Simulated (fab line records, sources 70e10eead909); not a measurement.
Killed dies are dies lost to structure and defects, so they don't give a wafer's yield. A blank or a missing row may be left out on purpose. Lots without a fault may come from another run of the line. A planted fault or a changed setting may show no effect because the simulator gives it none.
fab line records | flow nand_harc | part 2 of 2: steps 29 to 37 of 37
record lots=5 wafers=15 last_day=31
route steps=1302 shown P_M0@264 P_M1@285
lots that met no fault: from a run of the same line without faults
start_h: hours from the record's first day to the start of the lot's first wafer shown | wait_h: hours since the lot's step before | " the same as in the row above | L1.1+2: a row that stands for several wafers | - no value, or no start given | * or withheld: withheld | < > ~ a bound
route shown NAME@n: a module of which the file shows steps, and the number in the route of the first | usual: mean/standard deviation of fault-free wafers | same: alike in all rows | chamber/n: place in a boat | sites: the reading at each site | _std_site: their standard deviation | _edge_site: outer sites' mean less inner sites' | radius_mm: how far each site lies from the wafer's centre | mask NAME#n: copy n | behind: the tool/chamber that last shaped the wafer | hold: why the lot was held/for how many hours/how that ended | device: the transistor (n, p or np) that didn't switch | end of line: the same wafers' tests at the end of the route | a step without rows: its recipe alone | killed: dies lost to structure and defects at the first sort, not the wafer's yield | map: a wafer's dies, x killed, . not, _ none there
set.NAME: the setting as run; set.NAME@STEP: as run at that earlier step | model.NAME: the simulator's own value behind a step, which no gauge read
lots at some steps of the route; a table a step, a row a wafer
services: from which hour (start_h, from the record's first day; less than 0 if before it) a tool's chamber was out of use, for how many hours, and why
## steps
# step NHARC_P_M1_PEB_07
# recipe peb_temp_c=100 peb_time_s=65
# same peb_time_s=65
# columns lot.wafer tool chamber start_h wait_h
L075.2+3+6 litho_track-01 0 141.29 0.1
L077.2+5+6 litho_track-01 0 154.08 0.1
L079.2+3+5 litho_track-06 0 171.81 0.1
L084.3+4+5 litho_track-04 0 219.25 0.0
L093.2+3+6 litho_track-06 0 310.50 0.1
# step NHARC_P_M1_DEVELOP_08
# recipe develop_time_s=35 dev_temp_c=23
# columns lot.wafer tool chamber start_h wait_h
L075.2+3+6 litho_track-01 0 - -
L077.2+5+6 litho_track-01 0 - -
L079.2+3+5 litho_track-06 0 - -
L084.3+4+5 litho_track-04 0 - -
L093.2+3+6 litho_track-06 0 - -
# step NHARC_P_M1_CD_MEAS_09
# recipe target_cd_nm=130 landing_energy_ev=500
# usual cd_nm=130.0/0.62
# columns lot.wafer tool chamber start_h wait_h cd_nm
L075.2 cd_sem-01 0 141.38 - 130.5
L075.3 " 0 " " 129.9
L075.6 " 0 " " 129.6
L077.2 cd_sem-02 0 154.16 - 130.5
L077.5 " 0 " " 130.5
L077.6 " 0 " " 131.3
L079.2 cd_sem-01 0 171.89 - 129.6
L079.3 " 0 " " 129.2
L079.5 " 0 " " 129.1
L084.3 cd_sem-02 0 219.33 - 130.1
L084.4 " 0 " " 130.9
L084.5 " 0 " " 131.0
L093.2 cd_sem-03 0 310.58 - 129.0
L093.3 " 0 " " 129.5
L093.6 " 0 " " 129.0
# step NHARC_P_M1_OVL_MEAS_10
# recipe pitch_nm=260
# usual overlay_x_nm=0.0/0.99 overlay_y_nm=0.2/1
# columns lot.wafer tool chamber start_h wait_h overlay_x_nm overlay_y_nm
L075.2 overlay-01 - 141.46 - 1.3 -1.2
L075.3 " - " " 1.1 -0.9
L075.6 " - " " 0.9 -0.5
L077.2 overlay-02 - 154.24 - -0.8 0.7
L077.5 " - " " -1.1 0.2
L077.6 " - " " -0.1 0.3
L079.2 overlay-01 - 171.97 - 0.3 1.6
L079.3 " - " " 0.5 1.7
L079.5 " - " " -0.1 2.1
L084.3 overlay-01 - 219.42 - -0.6 -0.6
L084.4 " - " " -1.0 0.0
L084.5 " - " " -1.1 -0.2
L093.2 overlay-01 - 310.67 - 1.3 0.5
L093.3 " - " " 1.5 0.5
L093.6 " - " " 1.6 0.9
# step NHARC_P_M1_INSPECT_11
# usual raw_defect_count=4.8/2.8
# columns lot.wafer tool chamber start_h wait_h raw_defect_count
L075.2 defect_inspect-01 - 141.50 0.0 4
L075.3 " - " " 1
L075.6 " - " " 7
L077.2 defect_inspect-01 - 154.28 0.0 3
L077.5 " - " " 1
L077.6 " - " " 3
L079.2 defect_inspect-02 - 172.01 0.0 5
L079.3 " - " " 2
L079.5 " - " " 5
L084.3 defect_inspect-01 - 219.46 0.0 6
L084.4 " - " " 6
L084.5 " - " " 6
L093.2 defect_inspect-01 - 310.71 0.0 2
L093.3 " - " " 4
L093.6 " - " " 4
# step NHARC_P_M1_DESCUM_14
# recipe time_s=3 o2_flow_sccm=200 ar_flow_sccm=0 bias_power_w=0 chemistry=O2
# usual drypump_motor_current_A=5.7/0.46 oes_product_au=0.998/0.0095 rf_vpp_V=57.7/1 showerhead_plenum_p_Torr=1.89/0.1 throttle_valve_pct=11.310/0.0087
# same bias_power_w=0
# columns lot.wafer tool chamber start_h wait_h drypump_motor_current_A oes_product_au rf_hours_counter_h rf_vpp_V showerhead_plenum_p_Torr throttle_valve_pct
L075.3 rie_diel-01 0 141.56 0.1 5.1 1.025 9 57.5 1.79 11.317
L075.2 " 3 " " 5.2 1.015 9 57.8 1.87 11.308
L075.6 " 1 " " 6.5 1.016 - 59.3 2.02 11.299
L077.2 rie_diel-01 1 154.37 0.1 6.5 0.999 13 57.6 2.02 11.310
L077.6 " 2 " " 5.4 0.998 - 56.4 1.78 11.307
L077.5 " 3 " " 5.3 0.992 - 56.7 1.87 11.311
L079.3 rie_diel-01 1 172.07 0.1 6.5 0.991 13 58.8 2.02 11.316
L079.2 " 0 " " 5.1 0.998 12 56.7 1.79 11.319
L079.5 " 1 " " 6.5 0.995 - 57.4 2.02 11.332
L084.3 rie_diel-11 0 219.52 0.1 5.8 0.989 8 57.1 1.82 11.305
L084.4 " 2 " " 5.7 0.985 9 58.3 2.06 11.316
L084.5 " 0 " " 5.9 1.001 - 55.2 1.82 11.303
L093.3 rie_diel-11 0 310.78 0.1 5.8 0.979 3 56.9 1.81 11.295
L093.2 " 2 " " 5.7 0.989 3 58.5 2.05 11.316
L093.6 " 3 " " 5.2 0.991 - 57.1 1.82 11.289
# step NHARC_P_M1_ETCH_35
# recipe target_depth_a=400 overetch_a=120 time_s=43.94 ion_energy_ev=200 n2_flow_sccm=150 h2_flow_sccm=150 ar_flow_sccm=0 rf_w=400 bias_w=150 chemistry=N2/H2
# usual drypump_motor_current_A=5.7/0.46 h2_flow_sccm=150.0/0.43 oes_product_au=0.999/0.0087 rf_vpp_V=430/3.1 showerhead_plenum_p_Torr=2.01/0.11 throttle_valve_pct=14.172/0.009
# columns lot.wafer tool chamber start_h wait_h drypump_motor_current_A h2_flow_sccm oes_product_au rf_hours_counter_h rf_vpp_V showerhead_plenum_p_Torr throttle_valve_pct
L075.3 rie_diel-01 3 141.64 0.1 5.2 149.3 1.009 9 430 1.99 14.172
L075.2 " 0 " " 5.1 150.2 1.003 9 426 1.90 14.173
L075.6 " 3 " " 5.2 150.0 1.006 - 429 1.99 14.161
L077.2 rie_diel-01 3 154.44 0.1 5.2 150.2 1.008 10 429 1.99 14.176
L077.5 " 1 " " 6.5 150.2 1.005 - 435 2.16 14.175
L077.6 " 2 " " 5.4 150.4 0.993 - 426 1.89 14.158
L079.2 rie_diel-01 1 172.16 0.1 6.5 149.4 1.002 13 434 2.16 14.181
L079.3 " 0 " " 5.1 150.1 1.016 12 428 1.90 14.159
L079.5 " 2 " " 5.5 149.9 1.001 - 427 1.89 14.172
L084.4 rie_diel-11 0 219.60 0.1 5.8 149.4 0.993 8 426 1.93 14.168
L084.3 " 2 " " 5.7 150.1 0.986 9 435 2.19 14.183
L084.5 " 1 " " 6.2 149.8 0.994 - 433 2.12 14.168
L093.3 rie_diel-11 0 310.87 0.1 5.8 150.0 0.978 3 427 1.93 14.171
L093.2 " 2 " " 5.7 150.0 1.006 3 436 2.19 14.160
L093.6 " 3 " " 5.2 150.3 0.986 - 427 1.94 14.170
# step NHARC_P_M1_ETCH_15
# recipe target_depth_a=1825 time_s=91.2 c4f8_flow_sccm=withheld ar_flow_sccm=400 rf_w=600 bias_w=300 chemistry=C4F8/Ar
# usual oes_product_au=0.955/0.018 rf_vpp_V=440/3.3
# columns lot.wafer tool chamber start_h wait_h oes_product_au rf_hours_counter_h rf_vpp_V
L075.2 rie_diel-01 0 - - 0.956 9 435
L075.3 " 1 " " 0.950 11 443
L075.6 " 0 " " 0.961 - 437
L077.2 rie_diel-01 1 - - 0.972 13 445
L077.5 " 2 " " 0.959 - 435
L077.6 " 3 " " 0.965 - 440
L079.2 rie_diel-01 1 - - 0.953 13 443
L079.3 " 2 " " 0.948 11 437
L079.5 " 3 " " 0.968 - 440
L084.4 rie_diel-11 3 - - 0.936 8 438
L084.3 " 0 " " 0.943 8 438
L084.5 " 0 " " 0.941 - 437
L093.3 rie_diel-11 0 - - 0.954 3 438
L093.2 " 2 " " 0.962 3 447
L093.6 " 2 " " 0.955 - 445
# step NHARC_P_M1_CD_MEAS_16
# usual cd_nm=130.1/0.7
# columns lot.wafer tool chamber start_h wait_h cd_nm
L075.2 cd_sem-03 - 141.87 - 130.9
L075.3 " - " " 130.0
L075.6 " - " " 130.5
L077.2 cd_sem-02 - 154.65 - 130.2
L077.5 " - " " 131.2
L077.6 " - " " 130.8
L079.2 cd_sem-02 - 172.38 - 129.5
L079.3 " - " " 129.2
L079.5 " - " " 128.6
L084.3 cd_sem-03 - 219.82 - 129.8
L084.4 " - " " 130.6
L084.5 " - " " 129.5
L093.2 cd_sem-03 - 311.12 - 129.7
L093.3 " - " " 130.3
L093.6 " - " " 129.5
## services
# columns tool chamber start_h hours kind
rie_diel-05 0 146.10 8.2 repair
litho_track-01 - 155.00 7.0 pm
rie_diel-01 2 159.36 3.1 repair
rie_diel-10 1 174.13 8.7 repair
rie_diel-10 2 174.26 11.2 repair
pecvd-04 - 177.19 2.2 repair
litho_track-06 - 179.00 7.0 pm
litho_track-04 - 203.00 7.0 pm
rie_diel-01 - 204.12 9.0 pm
rie_diel-05 0 205.14 4.6 repair
rie_diel-11 0 220.09 4.3 repair
rie_diel-05 2 225.40 7.5 repair
pecvd-02 - 227.73 13.0 pm
rie_diel-05 - 229.65 9.0 pm
rie_diel-10 - 242.59 9.0 pm
rie_diel-11 1 247.35 3.8 repair
rie_diel-11 - 255.50 9.0 pm
pecvd-04 1 267.62 12.7 repair
pecvd-04 - 269.00 13.0 pm
rie_diel-05 0 277.79 22.8 repair
rie_diel-05 1 281.42 6.0 repair
pvd_sputter-02 - 282.80 10.0 pm
rie_diel-11 2 299.81 7.4 repair
rie_diel-11 1 306.47 6.0 repair
